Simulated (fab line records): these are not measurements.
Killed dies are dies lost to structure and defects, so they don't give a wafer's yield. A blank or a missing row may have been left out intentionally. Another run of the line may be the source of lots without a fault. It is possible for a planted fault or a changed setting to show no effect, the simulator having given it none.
fab line records	flow n5Finfet
[record] lots = 7	wafers = 39
route steps=1938 shown DUMMY_GATE@237 SD_EPI_P@321
startH: hours from the record's first day to the start of the lot's first wafer shown	waitH: hours since the lot's step before	" the same as in the row above	L1.1+2: a single row standing in for several wafers	- value missing, or start not given	* or withheld: withheld	< > ~ a bound
route shown NAME@n: names a module that has steps shown in the file, with the first one's number in the route	usual: mean and standard deviation over wafers with no fault	same: alike in all rows	chamber/n: place in a boat	sites: per-site readings	_std_site: standard deviation of those values	_edge_site: mean of outer sites minus mean of inner sites	radiusMm: how far each site lies from the wafer's centre	mask NAME#n: copy n	behind: the tool/chamber that last shaped the wafer	hold: cause of the lot's hold/its duration in hours/its outcome	device: whichever transistor did not switch (one of n, p or np)	end of line: the same wafers' tests at the end of the route	a step with no rows: only its recipe	killed: dies that structure and defects cost at the first sort, which is not the same as the wafer's yield	map: shows each die of a wafer: x if killed, . if not, _ if none is there
set.NAME: the setting as run; set.NAME@STEP: as run at that earlier step	model.NAME: the simulator's own value behind a step, which no gauge read
lots whose settings were changed on purpose; a table a step, a row a wafer
[[steps]]
[step N5_DUMMY_GATE_ETCH_37]
[recipe] chemistry = N2/H2	target = SOC	targetDepthA = 600	overetchA = 300	tempC = 40	ionEnergyEv = 200	pressureMtorr = 30	sourceW = 840	biasW = 150	n2FlowSccm = 200	h2FlowSccm = 200
[usual] rfVppV = 524.0/2.5
lot.wafer	tool	chamber	startH	waitH	set.sourceW	rfVppV	model.SiARC_of_DUMMY_GATE_COAT_35.thkNm
L076.1	rieDiel-01	0	62.38	0.0	840	524.2	5
L076.2	"	2	"	"	840	528.6	5
L076.3	"	3	"	"	840	520.0	4.8
L076.4	"	0	"	"	840	525.2	5
L076.5	"	3	"	"	840	523.0	4.8
L076.6	"	2	"	"	840	526.3	5
L083.1	rieDiel-01	0	103.49	0.0	840	524.9	5
L083.2	"	3	"	"	840	520.1	4.8
L083.3	"	2	"	"	772.8	541.3	5.2
L083.4	"	1	"	"	840	523.2	5
L083.5	"	1	"	"	772.8	537.8	5.2
L083.6	"	2	"	"	772.8	541.4	5.2
L084.1	rieDiel-02	0	108.28	0.0	840	522.6	5
L084.2	"	1	"	"	732.5	550.5	5.6
L084.3	"	2	"	"	840	524.2	5
L084.4	"	2	"	"	732.5	547.6	5.4
L084.5	"	0	"	"	732.5	544.8	5.4
L084.6	"	1	"	"	840	527.3	5.2
L088.2	rieDiel-02	2	133.22	0.0	840	522.3	5
L088.5	"	1	"	"	840	526.1	5.2
L088.6	"	0	"	"	840	523.1	5
L090.1	rieDiel-01	2	143.86	0.0	718.6	556.0	5.4
L090.2	"	0	"	"	840	523.4	5
L090.3	"	3	"	"	840	521.2	4.8
L090.4	"	1	"	"	718.6	550.8	5.6
L090.5	"	0	"	"	718.6	552.3	5.4
L090.6	"	3	"	"	840	519.4	4.8
L092.1	rieDiel-01	0	159.55	0.0	840	523.5	5
L092.2	"	3	"	"	929.9	502.8	4.4
L092.3	"	1	"	"	929.9	506.1	4.8
L092.4	"	2	"	"	840	528.1	5
L092.5	"	1	"	"	840	522.7	5
L092.6	"	0	"	"	929.9	505.7	4.8
L093.1	rieDiel-01	0	162.22	0.0	840	524.3	5
L093.2	"	3	"	"	840	520.6	5
L093.3	"	1	"	"	729.4	548.6	5.4
L093.4	"	2	"	"	840	526.3	5
L093.5	"	0	"	"	729.4	547.8	5.4
L093.6	"	3	"	"	729.4	545.6	5.2
[step N5_DUMMY_GATE_ETCH_31]
[recipe] chemistry = C4F6/O2	target = SiO2	maskMaterial = SOC	targetDepthA = 825	timeS = 27.5	ionEnergyEv = 250	pressureMtorr = 30	sourceW = 345	biasW = 185	Ar_flow_sccm = 300	C4F6_flow_sccm = 10	O2_flow_sccm = 10
lot.wafer	tool	chamber	startH	waitH	set.targetDepthA	model.etch.depthNm	model.SOC_of_DUMMY_GATE_COAT_34.thkNm
L076.1	rieDiel-01	0	62.65	0.0	825	82.75	51.8
L076.2	"	3	"	"	825	85.34	52
L076.3	"	2	"	"	825	84.14	51.8
L076.4	"	2	"	"	825	83.9	51.8
L076.5	"	0	"	"	825	82.79	51.8
L076.6	"	3	"	"	825	85.53	51.8
L083.1	rieDiel-01	0	103.77	0.0	825	83.46	51.8
L083.2	"	2	"	"	825	83.2	51.8
L083.3	"	1	"	"	825	81.76	52
L083.4	"	3	"	"	825	84.54	51.8
L083.5	"	2	"	"	825	83.82	51.8
L083.6	"	1	"	"	825	81.69	51.8
L084.1	rieDiel-02	0	108.56	0.0	718.3	70.65	52.6
L084.2	"	2	"	"	825	83.8	51.8
L084.3	"	1	"	"	718.3	70.97	53
L084.4	"	0	"	"	825	82.15	51.4
L084.5	"	1	"	"	718.3	71.39	52.6
L084.6	"	2	"	"	825	83.83	51.8
L088.2	rieDiel-02	1	133.49	0.0	825	81.02	51.8
L088.5	"	3	"	"	825	84.93	51.6
L088.6	"	0	"	"	825	81.65	51.8
L090.1	rieDiel-01	0	144.14	0.0	825	82.09	51.8
L090.2	"	3	"	"	825	83.25	52
L090.3	"	2	"	"	719.3	72.02	53.2
L090.4	"	1	"	"	825	80.76	51.8
L090.5	"	1	"	"	719.3	70.37	52.8
L090.6	"	0	"	"	719.3	71.41	52.8
L092.1	rieDiel-02	2	159.83	0.0	904.7	91.81	51.4
L092.2	"	1	"	"	825	81.12	51.8
L092.3	"	0	"	"	904.7	90.73	50.8
L092.4	"	3	"	"	825	84.73	51.6
L092.5	"	2	"	"	904.7	91.86	51
L092.6	"	1	"	"	825	81.05	52
L093.1	rieDiel-02	0	162.52	0.0	771.7	77.59	52.4
L093.2	"	3	"	"	825	84.53	51.8
L093.3	"	2	"	"	771.7	78.92	52.6
L093.4	"	1	"	"	825	80.79	52
L093.5	"	0	"	"	825	82.58	52
L093.6	"	3	"	"	771.7	78.66	52.4
[step N5_DUMMY_GATE_ETCH_42]
[recipe] chemistry = CHF3/O2	target = SiO2	targetDepthA = 35	timeS = 31	ionEnergyEv = 30	biasW = 12	pressureMtorr = 30	sourceW = 600	Ar_flow_sccm = 200	CHF3_flow_sccm = 50	O2_flow_sccm = 5
[usual] rfVppV = 42.5/0.76
lot.wafer	tool	chamber	startH	waitH	set.biasW	rfVppV
L076.1	rieDiel-01	3	63.15	0.0	11.21	39.0
L076.2	"	2	"	"	11.21	40.4
L076.3	"	0	"	"	12	41.5
L076.4	"	3	"	"	12	43.1
L076.5	"	0	"	"	12	43.4
L076.6	"	2	"	"	11.21	41.3
L083.1	rieDiel-02	2	104.26	0.0	12.64	43.9
L083.2	"	1	"	"	12.64	43.6
L083.3	"	0	"	"	12	42.1
L083.4	"	1	"	"	12	40.9
L083.5	"	0	"	"	12.64	43.9
L083.6	"	2	"	"	12	42.5
L084.1	rieDiel-01	1	109.07	0.1	12	42.9
L084.2	"	3	"	"	12	43.5
L084.3	"	2	"	"	12	42.6
L084.4	"	0	"	"	9.759	37.0
L084.5	"	2	"	"	9.759	37.0
L084.6	"	1	"	"	9.759	35.6
L088.2	rieDiel-02	2	133.99	0.0	12	42.8
L088.5	"	0	"	"	12	43.0
L088.6	"	1	"	"	12	43.1
L090.1	rieDiel-02	2	144.64	0.0	10.72	38.2
L090.2	"	3	"	"	12	44.2
L090.3	"	0	"	"	10.72	39.6
L090.4	"	1	"	"	12	42.3
L090.5	"	0	"	"	10.72	40.3
L090.6	"	1	"	"	12	41.5
L092.1	rieDiel-01	2	160.33	0.0	12	41.8
L092.2	"	1	"	"	12	42.6
L092.3	"	3	"	"	12	42.9
L092.4	"	0	"	"	12.79	43.6
L092.5	"	0	"	"	12.79	44.7
L092.6	"	1	"	"	12.79	45.1
L093.1	rieDiel-03	0	163.01	0.0	12	41.8
L093.2	"	3	"	"	10.02	37.3
L093.3	"	2	"	"	10.02	37.6
L093.4	"	3	"	"	10.02	37.7
L093.5	"	0	"	"	12	44.8
L093.6	"	2	"	"	12	42.6
[step N5_SD_EPI_P_EPI_21]
[recipe] material = SiGe:B	dopant = B	tempC = 550	pressureTorr = 20	ambient = H2	timeS = 355
lot.wafer	tool	chamber	startH	waitH	set.tempC	model.SiGe-B_of_SD_EPI_P_EPI_21.thkNm
L076.1+3	epiRpcvd-03	0	71.24	0.1	547.3	56.8
L076.2	"	0	"	"	550	60
L076.4	"	0	"	"	547.3	56
L076.5	"	0	"	"	550	59.6
L076.6	"	0	"	"	550	59.8
L083.1	epiRpcvd-04	0	113.39	0.1	548.8	59.6
L083.2	"	0	"	"	550	61.6
L083.3	"	0	"	"	548.8	58.8
L083.4	"	0	"	"	550	61.8
L083.5	"	0	"	"	550	61
L083.6	"	0	"	"	548.8	59.2
L084.1	epiRpcvd-01	0	117.32	0.1	550	62
L084.2	"	0	"	"	546.4	57
L084.3	"	0	"	"	546.4	56.2
L084.4	"	0	"	"	550	60.8
L084.5	"	0	"	"	546.4	56.6
L084.6	"	0	"	"	550	61.6
L088.2	epiRpcvd-01	0	142.02	0.6	550	61.2
L088.5	"	0	143.46	2.0	550	60.8
L088.6	"	0	"	"	550	60.6
L090.1	epiRpcvd-03	0	152.13	0.1	550	60.4
L090.2	"	0	"	"	550	60.6
L090.3	"	0	"	"	550	60
L090.4	"	0	"	"	550	60.2
L090.5	"	0	"	"	550	61.2
L090.6	"	0	"	"	550	60.8
L092.1	epiRpcvd-01	0	168.15	0.1	550	60.4
L092.2+3	"	0	"	"	550	60
L092.4	"	0	"	"	550	60.8
L092.5	"	0	"	"	550	61
L092.6	"	0	"	"	550	60.6
L093.1	epiRpcvd-04	0	170.05	0.1	550	62.6
L093.2	"	0	"	"	550	63
L093.3	"	0	"	"	550	62.2
L093.4	"	0	"	"	550	62
L093.5	"	0	"	"	550	62.8
L093.6	"	0	"	"	550	62.4
[step N5_SD_EPI_P_EPI_MEAS_23]
[recipe] mode = xrd
[usual] thkNm = 60.9/1.1
lot.wafer	tool	chamber	startH	waitH	set.tempC@SD_EPI_P_EPI_21	thkNm
L076.1	filmMetro-01	-	73.44	1.8	547.3	57.3
L076.2	"	-	"	"	550	61.0
L076.3	"	-	"	"	547.3	56.7
L076.4	"	-	"	"	547.3	56.4
L076.5	"	-	"	"	550	60.4
L076.6	"	-	"	"	550	59.7
L083.1	filmMetro-02	-	115.59	1.8	548.8	59.0
L083.2	"	-	"	"	550	60.9
L083.3	"	-	"	"	548.8	57.3
L083.4	"	-	"	"	550	61.8
L083.5	"	-	"	"	550	62.1
L083.6	"	-	"	"	548.8	58.6
L084.1	filmMetro-01	-	119.51	1.8	550	62.4
L084.2	"	-	"	"	546.4	57.3
L084.3	"	-	"	"	546.4	56.6
L084.4	"	-	"	"	550	62.2
L084.5	"	-	"	"	546.4	56.2
L084.6	"	-	"	"	550	60.5
L088.2	filmMetro-01	-	144.46	2.0	550	59.8
L088.5	"	-	"	"	550	60.3
L088.6	"	-	"	"	550	60.5
L090.1	filmMetro-02	-	154.33	1.8	550	60.6
L090.2	"	-	"	"	550	60.7
L090.3	"	-	"	"	550	60.4
L090.4	"	-	"	"	550	59.3
L090.5	"	-	"	"	550	62.5
L090.6	"	-	"	"	550	61.1
L092.1	filmMetro-02	-	170.34	1.8	550	58.9
L092.2	"	-	"	"	550	59.0
L092.3	"	-	"	"	550	58.5
L092.4	"	-	"	"	550	59.6
L092.5	"	-	"	"	550	60.8
L092.6	"	-	"	"	550	60.5
L093.1	filmMetro-01	-	172.24	1.8	550	63.5
L093.2	"	-	"	"	550	62.8
L093.3	"	-	"	"	550	60.9
L093.4	"	-	"	"	550	61.5
L093.5	"	-	"	"	550	62.9
L093.6	"	-	"	"	550	61.8
[step N5_SD_EPI_P_HM_STRIP_48]
[recipe] chemistry = H3PO4	tempC = 160	material = SiNx	target = SiNx	targetDepthA = 30	overetchFraction = 0.3
lot.wafer	tool	chamber	startH	waitH	set.tempC@SD_EPI_P_EPI_21	model.SiGe-B_of_SD_EPI_P_EPI_21.thkNm
L076.1	wetBench-03	5	73.47	0.0	547.3	56.4
L076.2	"	4	"	"	550	59.8
L076.3	"	0	"	"	547.3	56.6
L076.4	"	2	"	"	547.3	55.8
L076.5+6	"	1,3	"	"	550	59.4
L083.1	wetBench-01	6	115.63	0.0	548.8	59.2
L083.2	"	4	"	"	550	61.2
L083.3	"	2	"	"	548.8	58.6
L083.4	"	5	"	"	550	61.6
L083.5	"	7	"	"	550	60.8
L083.6	"	3	"	"	548.8	58.8
L084.1	wetBench-02	0	119.55	0.0	550	61.8
L084.2	"	1	"	"	546.4	56.8
L084.3	"	4	"	"	546.4	56
L084.4	"	7	"	"	550	60.4
L084.5	"	5	"	"	546.4	56.4
L084.6	"	6	"	"	550	61.4
L088.2	wetBench-01	2	144.49	0.0	550	60.8
L088.5	"	1	"	"	550	60.6
L088.6	"	3	"	"	550	60.4
L090.1	wetBench-03	2	154.37	0.0	550	60
L090.2	"	0	"	"	550	60.2
L090.3	"	1	"	"	550	59.6
L090.4	"	7	"	"	550	59.8
L090.5	"	3	"	"	550	60.8
L090.6	"	6	"	"	550	60.4
L092.1	wetBench-02	4	170.38	0.0	550	60
L092.2+3	"	2,6	"	"	550	59.6
L092.4	"	5	"	"	550	60.6
L092.5	"	1	"	"	550	60.8
L092.6	"	3	"	"	550	60.2
L093.1+6	wetBench-01	5,4	172.28	0.0	550	62.2
L093.2	"	7	"	"	550	62.8
L093.3+4	"	2,6	"	"	550	61.8
L093.5	"	3	"	"	550	62.6
[[key]]
[split] step = N5_DUMMY_GATE_ETCH_37	setting = sourceW	stated = 840	by = wafer
[response] step = N5_DUMMY_GATE_ETCH_37	reading = rfVppV	change = -1.95	per = 1%	r = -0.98
[response] step = N5_DUMMY_GATE_ETCH_37	reading = model.SiARC_of_DUMMY_GATE_COAT_35.thkNm	change = -0.033	per = 1%	r = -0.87
[split] step = N5_DUMMY_GATE_ETCH_31	setting = targetDepthA	stated = 825	by = wafer
[response] step = N5_DUMMY_GATE_ETCH_31	reading = model.etch.depthNm	change = +0.884	per = 1%	r = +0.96
[response] step = N5_DUMMY_GATE_ETCH_31	reading = model.SOC_of_DUMMY_GATE_COAT_34.thkNm	change = -0.0814	per = 1%	r = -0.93
[split] step = N5_DUMMY_GATE_ETCH_42	setting = biasW	stated = 12	by = wafer
[response] step = N5_DUMMY_GATE_ETCH_42	reading = rfVppV	change = +0.337	per = 1%	r = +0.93
[split] step = N5_SD_EPI_P_EPI_21	setting = tempC	stated = 550	by = wafer
[response] step = N5_SD_EPI_P_EPI_21	reading = model.SiGe-B_of_SD_EPI_P_EPI_21.thkNm	change = +7.37	per = 1%	r = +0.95
[response] step = N5_SD_EPI_P_EPI_MEAS_23	reading = thkNm	change = *	per = 1%	r = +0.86
[response] step = N5_SD_EPI_P_HM_STRIP_48	reading = model.SiGe-B_of_SD_EPI_P_EPI_21.thkNm	change = +7.33	per = 1%	r = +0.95
